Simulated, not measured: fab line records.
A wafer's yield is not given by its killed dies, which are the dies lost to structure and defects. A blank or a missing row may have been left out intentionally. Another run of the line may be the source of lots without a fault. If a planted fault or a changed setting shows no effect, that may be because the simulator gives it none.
fab line records	flow n5-finfet
[record] lots = 11	wafers = 32	last-day = 17
route steps=1938 shown MOL_CONTACT_COAG@560
lots that met no fault: taken from a fault-free run of the same line
start-h: the number of hours between the record's first day and the start of the first shown wafer of the lot	wait-h: how many hours have passed since the lot's step before this one	" as in the row above	L1.1+2: a row that stands for several wafers	- no value, or no start given	* or withheld: withheld	< > ~ a bound
route shown NAME@n: a module of which the file shows steps, and the number in the route of the first	usual: mean/standard deviation taken from wafers without a fault	same: alike in all rows	chamber/n: place in a boat	sites: readings site by site	_std_site: standard deviation across them	_edge_site: outer sites' mean less inner sites'	radius-mm: how far each site lies from the wafer's centre	mask NAME#n: copy n	behind: the most recent tool/chamber to have shaped the wafer	hold: why the lot was held/for how many hours/how that ended	device: the n, p or np transistor that did not switch	end of line: tests run on the same wafers once the route is complete	a step with no rows: only its recipe	killed: at the first sort, the dies lost to defects and structure; wafer yield is something else	map: a wafer's dies, marking killed ones x, the rest . and places with no die _
set.NAME: the setting the step ran with; set.NAME@STEP: the setting that earlier step ran with	model.NAME: the simulator's own value behind a step, which no gauge read
a sample of lots followed through the steps of the route, with each step as a table and each wafer as a row
services: when a tool's chamber went out of use (start-h, in hours from the record's first day, below 0 if earlier), for how many hours, and the reason
[[steps]]
[step N5_MOL_CONTACT_COAG_CMP_28]
[recipe] stop-on = SiNx	t-overpolish-s = 0.85	post-cmp-clean = alkaline-brush	down-force-psi = 4.15	platen-rpm = 51.8	pad-velocity-m-s = 1.0307	target-thk-nm = 14.522
[usual] motor-current-A = 12.6/1.1	retaining-ring-pressure-frac = 1.000/0.0049	time-to-endpoint-s = 6/3.6
lot.wafer	tool	chamber	start-h	wait-h	motor-current-A	retaining-ring-pressure-frac	time-to-endpoint-s
L691.3	cmp-03	1	100.37	0.9	14.5	0.997	7
L691.4	"	2	"	"	10.5	1.006	2
L691.5	"	0	"	"	13.2	0.991	8
L692.4	cmp-04	3	102.91	0.8	12.2	1.002	7
L692.2	"	1	"	"	12.4	0.992	16
L692.6	"	3	"	"	11.5	1.000	9
L695.1	cmp-01	0	119.01	0.8	12.9	0.992	2
L695.2	"	3	"	"	11.8	0.993	5
L695.6	"	0	"	"	13.0	0.997	2
L696.4	cmp-04	0	125.70	0.8	12.7	0.994	10
L696.5	"	3	"	"	12.1	0.995	7
L698.4	cmp-01	0	141.24	0.8	12.5	1.005	0
L698.2	"	1	"	"	15.1	1.004	5
L698.6	"	0	"	"	13.4	0.999	2
L701.3	cmp-03	2	160.80	0.8	10.9	1.000	1
L701.2	"	1	"	"	14.9	0.994	6
L701.6	"	2	"	"	11.1	0.994	1
L703.1	cmp-04	2	172.83	0.8	13.6	1.001	2
L703.2	"	1	"	"	13.0	0.988	14
L703.5	"	2	"	"	13.5	1.002	2
L704.1	cmp-04	3	176.75	0.8	12.0	0.999	3
L704.4	"	0	"	"	13.0	0.996	3
L704.6	"	3	"	"	11.8	1.001	4
L705.3	cmp-04	2	181.50	0.8	13.9	1.000	5
L705.1	"	0	"	"	11.6	1.001	9
L705.6	"	2	"	"	13.8	1.001	3
L706.2	cmp-01	0	185.75	0.9	12.2	1.003	3
L706.5	"	2	"	"	10.7	1.001	6
L706.6	"	3	"	"	12.5	0.992	9
L713.3	cmp-04	2	230.65	0.8	12.5	1.009	5
L713.6	"	1	"	"	13.1	0.996	16
L713.5	"	2	"	"	14.1	1.001	3
[step N5_MOL_CONTACT_COAG_ETCH_91]
[recipe] chemistry = N2/H2	target = SOC	target-depth-a = 600	overetch-a = 210	mask-material = SiARC	temp-c = 40	time-s = 101.2	ion-energy-ev = 200	pressure-mtorr = 30	source-w = 840	bias-w = 150	n2-flow-sccm = 200	h2-flow-sccm = 200
[usual] bias-w = 150.0/0.42	drypump-motor-current-A = 5.4/0.56	oes-product-au = 0.65/0.079	rf-fwd-power-W = 835/3.3	rf-vpp-V = 522.9/2.5	showerhead-plenum-p-Torr = 2.51/0.075	throttle-valve-pct = 17.78/0.28
lot.wafer	tool	chamber	start-h	wait-h	bias-w	drypump-motor-current-A	oes-product-au	rf-fwd-power-W	rf-hours-counter-h	rf-vpp-V	showerhead-plenum-p-Torr	throttle-valve-pct
L691.3	rie-diel-04	2	101.95	0.0	149.9	5.3	0.61	834	161	520.8	2.46	17.70
L691.4	"	0	"	"	149.9	5.5	0.60	842	221	523.1	2.52	18.29
L691.5	"	1	"	"	149.8	5.3	0.57	839	-	518.8	2.40	17.93
L692.2	rie-diel-05	3	105.54	0.0	150.6	4.9	0.63	838	158	521.6	2.44	17.84
L692.4	"	0	"	"	149.9	6.0	0.56	834	244	523.7	2.52	17.84
L692.6	"	1	"	"	149.9	6.4	0.65	839	-	520.6	2.47	17.99
L695.1	rie-diel-04	1	121.43	0.0	149.5	5.3	0.57	837	236	520.2	2.40	17.94
L695.2	"	3	"	"	149.8	4.9	0.60	834	177	526.9	2.62	18.00
L695.6	"	0	"	"	150.2	5.5	0.59	835	-	524.0	2.51	18.27
L696.4	rie-diel-05	2	128.96	0.0	150.1	5.2	0.71	838	-	526.6	2.57	17.27
L696.5	"	1	"	"	150.8	6.5	0.65	843	-	520.7	2.46	18.00
L698.2	rie-diel-05	1	143.39	0.0	150.1	6.4	0.63	843	161	521.4	2.46	18.02
L698.4	"	0	"	"	150.1	6.0	0.83	833	0	521.4	2.51	17.43
L698.6	"	2	"	"	149.4	5.2	0.71	837	-	524.2	2.57	17.28
L701.2	rie-diel-01	0	162.59	0.0	149.5	4.9	0.81	833	4	522.6	2.47	17.45
L701.3	"	2	"	"	150.4	6.3	0.57	837	236	523.0	2.51	18.01
L701.6	"	0	"	"	150.1	4.9	0.81	831	-	522.8	2.47	17.45
L703.1	rie-diel-01	3	175.08	0.0	150.5	4.8	0.57	838	243	524.2	2.51	17.76
L703.2	"	2	"	"	149.6	6.3	0.57	834	240	521.9	2.51	18.00
L703.5	"	2	"	"	149.8	6.3	0.56	835	-	522.1	2.51	18.02
L704.1	rie-diel-01	3	180.66	0.0	150.1	4.9	0.57	833	245	520.9	2.51	17.78
L704.4	"	2	"	"	149.8	6.3	0.57	833	242	522.9	2.51	18.03
L704.6	"	3	"	"	150.1	4.9	0.56	832	-	522.6	2.51	17.77
L705.1	rie-diel-05	2	183.78	0.0	149.8	5.3	0.70	833	68	525.1	2.56	17.30
L705.3	"	0	"	"	150.8	5.9	0.77	839	13	522.4	2.51	17.43
L705.6	"	2	"	"	149.7	5.3	0.69	833	-	525.8	2.56	17.30
L706.2	rie-diel-05	3	188.37	0.0	150.1	4.9	0.61	833	190	521.9	2.42	17.91
L706.5	"	0	"	"	149.7	5.9	0.76	835	-	523.0	2.51	17.45
L706.6	"	1	"	"	149.7	6.4	0.63	835	-	522.3	2.45	18.03
L713.3	rie-diel-01	0	232.51	0.0	150.1	4.9	0.74	827	33	520.5	2.46	17.50
L713.5	"	0	"	"	149.9	4.9	0.74	830	-	521.2	2.46	17.50
L713.6	"	1	"	"	150.1	4.7	0.60	833	-	525.9	2.61	17.96
[step N5_MOL_CONTACT_COAG_ETCH_47]
[recipe] chemistry = CH3F/O2	target = SiNx	target-depth-a = 270	mask-material = SiO2	stop-on = W	over-etch-frac = 0.2	ion-energy-ev = 120	endpoint = OES-CN	pressure-mtorr = 30	source-w = 395	bias-w = 73	Ar_flow_sccm = 150	CH3F_flow_sccm = 30	O2_flow_sccm = 20	ends = end-point
[usual] bias-w = 73.00/0.23	drypump-motor-current-A = 5.4/0.56	etch-rf-on-time-s = 31.5/0.74	oes-product-au = 0.69/0.089	rf-fwd-power-W = 387.0/1.9	rf-vpp-V = 299/9.1	showerhead-plenum-p-Torr = 1.97/0.066	throttle-valve-pct = 16.29/0.29
lot.wafer	tool	chamber	start-h	wait-h	bias-w	drypump-motor-current-A	etch-rf-on-time-s	oes-product-au	rf-fwd-power-W	rf-hours-counter-h	rf-vpp-V	showerhead-plenum-p-Torr	throttle-valve-pct
L691.3	rie-diel-04	2	102.18	0.0	73.31	5.3	31.5	0.65	385.8	161	288	1.91	16.05
L691.4	"	0	"	"	72.78	5.4	32.1	0.62	386.5	221	302	1.98	16.74
L691.5	"	1	"	"	73.00	5.3	32.2	0.60	387.6	-	304	1.88	16.30
L692.2	rie-diel-05	3	105.77	0.0	73.56	4.9	30.8	0.68	388.6	158	285	1.92	16.46
L692.4	"	0	"	"	73.33	5.9	31.9	0.59	385.9	244	300	1.96	16.27
L692.6	"	1	"	"	72.87	6.4	32.2	0.68	388.8	-	300	1.93	16.36
L695.1	rie-diel-04	1	121.66	0.0	72.97	5.3	32.1	0.60	386.4	236	303	1.87	16.32
L695.2	"	3	"	"	73.04	4.9	31.9	0.64	389.8	177	315	2.09	16.66
L695.6	"	0	"	"	72.64	5.5	31.8	0.62	386.0	-	301	1.97	16.74
L696.4	rie-diel-05	2	129.18	0.0	73.03	5.2	30.7	0.77	389.5	-	300	2.04	15.94
L696.5	"	1	"	"	72.90	6.4	33.0	0.66	390.9	-	298	1.93	16.40
L698.2	rie-diel-05	1	143.62	0.0	73.16	6.4	32.6	0.66	390.0	161	301	1.93	16.41
L698.4	"	0	"	"	72.98	5.9	31.1	0.88	386.9	0	303	1.95	15.83
L698.6	"	2	"	"	73.01	5.2	30.6	0.76	387.8	-	300	2.03	15.92
L701.2	rie-diel-01	0	162.82	0.0	73.63	4.9	30.8	0.86	386.0	4	311	1.98	16.16
L701.3	"	2	"	"	72.95	6.3	32.4	0.60	384.7	236	289	1.96	16.50
L701.6	"	0	"	"	73.39	4.9	31.4	0.86	384.6	-	311	1.98	16.17
L703.1	rie-diel-01	3	175.31	0.0	73.21	4.9	31.9	0.61	388.4	243	299	1.95	16.17
L703.2	"	2	"	"	72.56	6.3	32.1	0.59	385.7	240	289	1.96	16.51
L703.5	"	2	"	"	72.70	6.3	32.0	0.60	385.2	-	289	1.96	16.51
L704.1	rie-diel-01	3	180.89	0.0	73.07	4.9	32.1	0.60	385.4	245	300	1.95	16.18
L704.4	"	2	"	"	73.02	6.3	32.7	0.59	386.0	242	289	1.96	16.51
L704.6	"	3	"	"	73.01	4.9	32.0	0.59	384.5	-	299	1.95	16.18
L705.1	rie-diel-05	2	184.01	0.0	73.29	5.2	34.3	0.70	294.9	68	341	2.03	15.98
L705.3	"	0	"	"	73.43	6.0	34.5	0.79	289.9	13	342	1.95	15.84
L705.6	"	2	"	"	72.98	5.2	34.5	0.69	294.8	-	341	2.03	15.96
L706.2	rie-diel-05	3	188.60	0.0	73.00	4.9	34.3	0.62	292.8	190	324	1.91	16.51
L706.5	"	0	"	"	72.85	6.0	34.1	0.78	290.3	-	342	1.95	15.85
L706.6	"	1	"	"	73.17	6.4	36.3	0.62	293.0	-	341	1.92	16.44
L713.3	rie-diel-01	0	232.74	0.0	72.86	4.9	30.8	0.79	384.7	33	311	1.97	16.22
L713.5	"	0	"	"	72.74	4.9	31.0	0.79	385.4	-	312	1.97	16.21
L713.6	"	1	"	"	73.00	4.7	31.6	0.64	383.8	-	289	2.06	16.53
[step N5_MOL_CONTACT_COAG_STRIP_119]
[recipe] chemistry = N2/H2	time-s = 30	power-w = 1000	temp-c = 250	pressure-mtorr = withheld	n2-flow-sccm = 1750	h2-flow-sccm = 3250
[usual] drypump-motor-current-A = 5.4/0.38	heater-power-w = 317/12
lot.wafer	tool	chamber	start-h	wait-h	drypump-motor-current-A	heater-power-w	rf-hours-counter-h
L691.3	plasma-asher-02	1	102.28	0.1	5.8	318	-
L691.4	"	0	"	"	5.1	342	-
L691.5	"	1	"	"	5.8	313	-
L692.2	plasma-asher-02	0	105.85	0.1	5.1	324	95
L692.4	"	1	"	"	5.8	318	-
L692.6	"	1	"	"	5.8	305	-
L695.1	plasma-asher-02	1	121.74	0.1	5.8	310	98
L695.2	"	0	"	"	5.1	338	98
L695.6	"	0	"	"	5.1	343	-
L696.4	plasma-asher-02	0	129.25	0.0	5.1	336	-
L696.5	"	1	"	"	5.8	323	-
L698.2	plasma-asher-02	0	143.70	0.1	5.1	333	102
L698.4	"	0	"	"	5.1	344	-
L698.6	"	0	"	"	5.1	336	-
L701.2	plasma-asher-01	1	162.90	0.1	4.9	305	56
L701.3	"	1	"	"	4.9	301	-
L701.6	"	0	"	"	5.8	309	-
L703.1	plasma-asher-01	1	175.40	0.1	4.9	297	58
L703.2	"	0	"	"	5.8	308	58
L703.5	"	1	"	"	4.9	301	-
L704.1	plasma-asher-02	0	180.97	0.1	5.1	335	110
L704.4	"	1	"	"	5.7	306	-
L704.6	"	1	"	"	5.8	312	-
L705.1	plasma-asher-01	0	184.09	0.1	5.8	311	60
L705.3	"	1	"	"	4.9	301	-
L705.6	"	0	"	"	5.8	311	-
L706.2	plasma-asher-02	1	188.68	0.1	5.7	313	111
L706.5	"	0	"	"	5.1	333	-
L706.6	"	1	"	"	5.8	313	-
L713.3	plasma-asher-01	0	232.84	0.1	5.8	302	-
L713.5	"	0	"	"	5.8	310	-
L713.6	"	1	"	"	4.9	306	-
[[services]]
tool	chamber	start-h	hours	kind
cmp-01	-	84.84	16.2	pm
plasma-asher-01	-	96.63	1.2	repair
rie-diel-01	-	102.19	4.3	pm
rie-diel-01	2	107.31	5.2	repair
rie-diel-01	-	114.81	14.6	pm
rie-diel-05	0	119.05	-	clean
rie-diel-05	0	119.05	-	consumable-replace:focus-ring
rie-diel-05	0	119.05	23.4	scheduled-down
rie-diel-05	0	119.05	23.4	vent-cycle
rie-diel-05	2	120.99	4.6	repair
cmp-04	-	126.13	0.8	repair
cmp-04	-	133.17	4.0	pm
cmp-03	-	134.08	1.0	repair
rie-diel-01	0	141.86	-	clean
rie-diel-01	0	141.86	-	consumable-replace:focus-ring
rie-diel-01	0	141.86	13.6	scheduled-down
rie-diel-01	0	141.86	13.6	vent-cycle
rie-diel-04	1	152.74	6.5	repair
cmp-03	-	173.25	0.5	repair
cmp-03	-	178.69	1.7	repair
cmp-03	-	200.52	4.0	pm
cmp-04	-	205.68	3.3	repair
cmp-01	-	229.82	3.5	repair
cmp-04	-	231.46	1.4	repair
[[key]]
[first-sign] step = N5_MOL_CONTACT_COAG_ETCH_47	reading = rf-fwd-power-W	direction = down	sigmas = 49	usual = *	struck = *
[effect] step = N5_MOL_CONTACT_COAG_ETCH_47	reading = rf-vpp-V	direction = up	sigmas = 4.4	usual = 299	struck = 339
met-at N5_MOL_CONTACT_COAG_ETCH_47
struck-lots L705,L706
tester-left-out L705,L706
not-acting-at N5_MOL_CONTACT_COAG_CMP_28,N5_MOL_CONTACT_COAG_ETCH_91,N5_MOL_CONTACT_COAG_STRIP_119
onset-between 143.62 184.01
[fault] kind = process-parameter-drift	tool = rie-diel-05	chamber = -	onset-h = 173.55	steps = N5_MOL_CONTACT_COAG_ETCH_47	channel = source-w	offset = -94.8	shape = step	end-h = 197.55	acts-in = these-recipes-only	stated = 395
// tester-left-out: of these lots the tester's yield and bins aren't shown, on N5 and GAA mostly nor the transistor test; their killed dies are dies lost to structure and defects alone, not to doping, threshold or leakage, so they don't give the yield
